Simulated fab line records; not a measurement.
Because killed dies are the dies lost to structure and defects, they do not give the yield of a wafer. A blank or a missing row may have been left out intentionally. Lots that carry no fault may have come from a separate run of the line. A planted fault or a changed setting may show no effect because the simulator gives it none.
Which tool did it? + flow n5_finfet + 34 wafers from 12 lots sampled at 3 of the route's 1938 steps

WHAT EACH GAUGE READ, for each wafer
N5_SD_EPI_P_INSPECT_26: inspects for defects (darkfield).
| lot  | measured    | on                | raw_defect_count |
|------|-------------|-------------------|------------------|
| L253 | day 3 09:28 | defect_inspect-01 | 206 212 182      |
| L254 | day 3 15:08 | defect_inspect-02 | 183 158 198      |
| L255 | day 3 22:30 | defect_inspect-01 | 178 194 225      |
| L256 | day 4 04:35 | defect_inspect-01 | 163 162 128      |
| L257 | day 4 07:22 | defect_inspect-01 | 152 164 140      |
| L258 | day 4 15:38 | defect_inspect-01 | 155 242 223      |
| L259 | day 4 20:36 | defect_inspect-02 | 574 518 472      |
| L261 | day 5 13:06 | defect_inspect-02 | 476 515 483      |
| L270 | day 7 16:34 | defect_inspect-01 | 187 165          |
| L271 | day 7 23:55 | defect_inspect-01 | 194 265          |
| L275 | day 9 00:56 | defect_inspect-02 | 186 139 185      |
| L276 | day 9 04:56 | defect_inspect-02 | 173 186 202      |

WHICH TOOL RAN EACH LOT (tool, then ch and the chambers of the sampled wafers, then the start)
| lot  | N5_SD_EPI_P_ETCH_47               | N5_SD_EPI_P_PRECLEAN_32            |
|------|-----------------------------------|------------------------------------|
| L253 | rie_diel-05 ch 0,2,3, day 3 06:16 | wet_bench-05 ch 2,3,7, day 3 09:25 |
| L254 | rie_diel-03 ch 0,3, day 3 11:56   | wet_bench-04 ch 4,5,6, day 3 15:05 |
| L255 | rie_diel-03 ch 0,1, day 3 19:18   | wet_bench-04 ch 0,2,7, day 3 22:27 |
| L256 | rie_diel-06 ch 0,1,2, day 4 01:22 | wet_bench-01 ch 5,6,7, day 4 04:32 |
| L257 | rie_diel-06 ch 0,2, day 4 04:10   | wet_bench-01 ch 0,2,3, day 4 07:19 |
| L258 | rie_diel-03 ch 1,2,3, day 4 12:26 | wet_bench-04 ch 4,5,7, day 4 15:35 |
| L259 | rie_diel-05 ch 0,1,3, day 4 17:23 | wet_bench-01 ch 1,4,5, day 4 20:32 |
| L261 | rie_diel-03 ch 1,3, day 5 09:54   | wet_bench-01 ch 0,5,7, day 5 13:02 |
| L270 | rie_diel-03 ch 0,3, day 7 12:31   | wet_bench-04 ch 5,7, day 7 16:31   |
| L271 | rie_diel-03 ch 0,3, day 7 19:50   | wet_bench-04 ch 4,7, day 7 23:51   |
| L275 | rie_diel-03 ch 0,1,2, day 8 20:53 | wet_bench-05 ch 1,2,5, day 9 00:53 |
| L276 | rie_diel-05 ch 2,3, day 9 01:11   | wet_bench-04 ch 3,4,5, day 9 04:53 |
- N5_SD_EPI_P_ETCH_47: etches SiOCN in CH3F/O2, target depth 25 nm.
- N5_SD_EPI_P_PRECLEAN_32: cleans in dHF, time 10 s.

WHAT THE TOOLS THEMSELVES READ (means of the sampled wafers that have a number; where no wafer has one, the mark that the record gives instead)
N5_SD_EPI_P_ETCH_47.
| lot  | tool        | O2_flow_sccm (sccm) | drypump_motor_current_A (A) | oes_product_au (a.u.) | rf_vpp_V (V) | showerhead_plenum_p_Torr (Torr) | throttle_valve_pct (%) |
|------|-------------|---------------------|-----------------------------|-----------------------|--------------|---------------------------------|------------------------|
| L253 | rie_diel-05 | 20.04               | 5.8                         | 0.80                  | 127.6        | 1.95                            | 16.44                  |
| L254 | rie_diel-03 | 19.98               | 5.4                         | 0.76                  | 127.6        | 2.00                            | 16.37                  |
| L255 | rie_diel-03 | 20.04               | 5.9                         | 0.75                  | 128.6        | 1.94                            | 16.41                  |
| L256 | rie_diel-06 | 19.94               | 5.7                         | 0.74                  | 126.6        | 2.03                            | 16.35                  |
| L257 | rie_diel-06 | 19.98               | 5.6                         | 0.72                  | 125.8        | 1.99                            | 16.28                  |
| L258 | rie_diel-03 | 19.98               | 5.7                         | 0.74                  | 128.3        | 1.94                            | 16.48                  |
| L259 | rie_diel-05 | 19.97               | 5.9                         | 0.74                  | 128.3        | 1.94                            | 16.40                  |
| L261 | rie_diel-03 | 20.04               | 5.9                         | 0.75                  | 127.2        | 1.95                            | 16.44                  |
| L270 | rie_diel-03 | 19.91               | 5.3                         | 0.73                  | 127.4        | 1.99                            | 16.44                  |
| L271 | rie_diel-03 | 20.02               | 5.3                         | 0.73                  | 126.8        | 1.99                            | 16.44                  |
| L275 | rie_diel-03 | 19.95               | 5.7                         | 0.78                  | 128.8        | 2.01                            | 16.38                  |
| L276 | rie_diel-05 | 19.99               | 5.9                         | 0.89                  | 130.6        | 2.10                            | 16.29                  |

THE ANSWER, worked out from the rows above alone
Rule: what is usual is taken from the lots themselves. The widest of any qualifying gaps counts: lots, ordered by their means at a reading, are off when they make up no more than a third of the lots, leave a main group of 4 or more, and stand apart from it by 3 or more times the standard deviation of that group's means. A main group whose means are all the same, to the digits that the tables above print for the reading, isn't used. Also off: a lot with no number at a reading for which 4 or more lots have one. All remaining lots with rows at the step are treated as sound. First the gauges in route order, then the tools' own readings, where a lot's mean is used as printed above. The first step at which some lot is off is used, and at that step the reading that is off furthest; a lot without a number counts as furthest.
Off: L259, L261 (N5_SD_EPI_P_INSPECT_26, raw_defect_count). Main group: mean 185, sd 23.
A tool fits if, at a process step before that reading, it ran every lot that is off, and no sound lot after the first of them. Gauges at N5_SD_EPI_P_INSPECT_26: tried the same way as those tools. One fits: wet_bench-01 at N5_SD_EPI_P_PRECLEAN_32. Its last sound lot is L257 (day 4 07:19), its first lot that is off L259 (day 4 20:32): a fault that began between those two fits.

WHAT THE SIMULATOR PUT IN
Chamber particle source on wet_bench-01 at N5_SD_EPI_P_PRECLEAN_32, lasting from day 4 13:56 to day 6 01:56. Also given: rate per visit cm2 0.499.
Struck lots among those shown: L259, L261. The rule above found the same.
